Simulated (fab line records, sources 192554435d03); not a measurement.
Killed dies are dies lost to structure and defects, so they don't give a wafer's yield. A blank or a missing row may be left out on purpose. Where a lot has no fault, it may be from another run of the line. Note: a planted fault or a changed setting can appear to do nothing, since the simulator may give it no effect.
A lot that was struck, set against a sound lot | flow n5Finfet | 38 steps out of a route of 1938
Sound: these wafers, L404.1, L404.4, L404.5. Struck: wafer L416.5 (left out: L416.2, L416.4 of the same lot, which were not struck); the cause appears at the end.
Order at every step that has rows: each side's tool, ch and its chambers, its first start. Under that, the readings that differ: sound wafers | struck wafers | difference of the means | sigmas: that difference in standard deviations of wafers without a fault.
alike: words and numbers the same on both sides, and readings whose means are apart by under 2 such deviations; not compared: readings that were withheld, readings missing a value for some wafer, numbers with overlapping values and no deviation given by the record, and bounds like >300 which may hide the same value.
Wherever a step has rows on one side only, a row that says differs or no value, or a row with sigmas, the two part there. When numbers do not overlap yet have no deviation, they are printed without sigmas and do not part them. Lack of a reading on every wafer of one side parts them only where that side has two or more wafers.

first, 9 steps without rows for these wafers: N5_FIN_CUT_EXPOSE_05 (exposes mask FIN CUT); N5_FIN_CUT_PEB_06 (peb time 60 s); N5_FIN_CUT_DEVELOP_07 (develop time 30 s); N5_FIN_CUT_DESCUM_13 (chemistry O2, time 7 s); N5_FIN_CUT_ETCH_30 (etches underlayer in N2/H2, target depth 13 nm, time 10.4 s); N5_FIN_CUT_ETCH_20 (etches SiARC in CF4, target depth 26 nm, time 43.3 s); N5_FIN_CUT_ETCH_21 (etches SOC in N2/H2, target depth 219 nm, overetch 43.8 nm, time 523.5 s); N5_FIN_CUT_STRIP_23 (strips in N2/H2); N5_FIN_CUT_STRIP_31 (strips in N2/H2).
N5_FIN_CUT_STRIP_24: strips in CF4.
  sound on rieDiel-01 ch 1,2, day 2 11:56; struck on rieDiel-01 ch 1, day 5 10:15
  alike: drypumpMotorCurrentA, oesProductAu, rfVppV, showerheadPlenumPTorr, throttleValvePct
  not compared: rfHoursCounterH
then, 27 steps without rows for these wafers: N5_FIN_CUT_CUT_ETCH_26 (etches SiNx in CH3F/O2, target depth 39 nm, time 55.7 s); N5_FIN_CUT_CUT_ETCH_27 (etches SiO2 in CHF3/O2, target depth 4 nm, overetch 2 nm, time 4.9 s); N5_FIN_CUT_PRECLEAN_35 (cleans in vHF, time 13.3 s); N5_FIN_CUT_CUT_ETCH_15 (etches Si in HBr/Cl2/O2, target depth 100 nm, bt time 10 s, time 42.4 s); N5_FIN_CUT_CUT_ETCH_28 (etches Si in HBr/Cl2/O2, target depth 6 nm, time 2.4 s); N5_FIN_CUT_STRIP_22 (strips in N2/H2); N5_FIN_CUT_PRECLEAN_36 (cleans in O3/DIW, time 60 s); N5_FIN_CUT_SRD_32 (time 30 s); N5_FIN_CUT_UV_OZONE_34 (time 120 s); N5_STI_FIN_REVEAL_ALD_00 (deposits SiO2, target thk 1 nm, pulse time 1 s); N5_STI_FIN_REVEAL_ALD_14 (deposits Si3N4, target thk 3 nm); N5_STI_FIN_REVEAL_FCVD_FILL_01 (material SiO2 flowable, target thk 312 nm, time 512.2 s); N5_STI_FIN_REVEAL_DENSIFY_02 (time 1800 s); N5_STI_FIN_REVEAL_CMP_04 (polishes, stops on Si3N4, t overpolish 4 s, target thk 131.83 nm); N5_STI_FIN_REVEAL_DENSIFY_30; N5_STI_FIN_REVEAL_ETCHBACK_08 (etches SiO2 in C4F6/O2, target depth 30.5 nm, time 10.167 s); N5_STI_FIN_REVEAL_STRIP_24 (strips in N2/H2, time 90 s); N5_STI_FIN_REVEAL_PRECLEAN_25 (cleans in SPM, time 90 s); N5_STI_FIN_REVEAL_PRECLEAN_26 (cleans in SC1, time 45 s); N5_STI_FIN_REVEAL_PRECLEAN_29 (cleans in DHF, time 30 s); N5_STI_FIN_REVEAL_SRD_12 (time 30 s); N5_STI_FIN_REVEAL_RECESS_09 (chemistry HF/NH3, target SiO2, afs cycles 11, target depth 42.5 nm, sublimation time 60 s); N5_STI_FIN_REVEAL_STRIP_16 (strips SiNx in H3PO4, target depth 23.8 nm); N5_STI_FIN_REVEAL_PRECLEAN_17 (cleans in NF3:NH3, afs cycles 1, time 20 s, sublimation time 60 s); N5_STI_FIN_REVEAL_ETCH_34 (etches Si in H2, material Si, target depth 0.97 nm); N5_STI_FIN_REVEAL_OXIDATION_31 (chemistry O2 PLASMA REMOTE, time 20 s); N5_STI_FIN_REVEAL_PRECLEAN_32 (cleans in NF3:NH3, afs cycles 1, time 20 s, sublimation time 60 s).
-- record jumps: 10 days separate the struck wafers' starts on either side; left off in module STI_FIN_REVEAL, taken up again in module PASSIVATION, whose first shown step is the route's number 1936 --
N5_PASSIVATION_PROBE_49:
  record: rows for the struck wafers here (prober-02, day 15 17:07), none for the sound ones

== WHERE THEY PART ==
N5_PASSIVATION_PROBE_49 only, going by this record.

WHY: what had been put in by the simulator
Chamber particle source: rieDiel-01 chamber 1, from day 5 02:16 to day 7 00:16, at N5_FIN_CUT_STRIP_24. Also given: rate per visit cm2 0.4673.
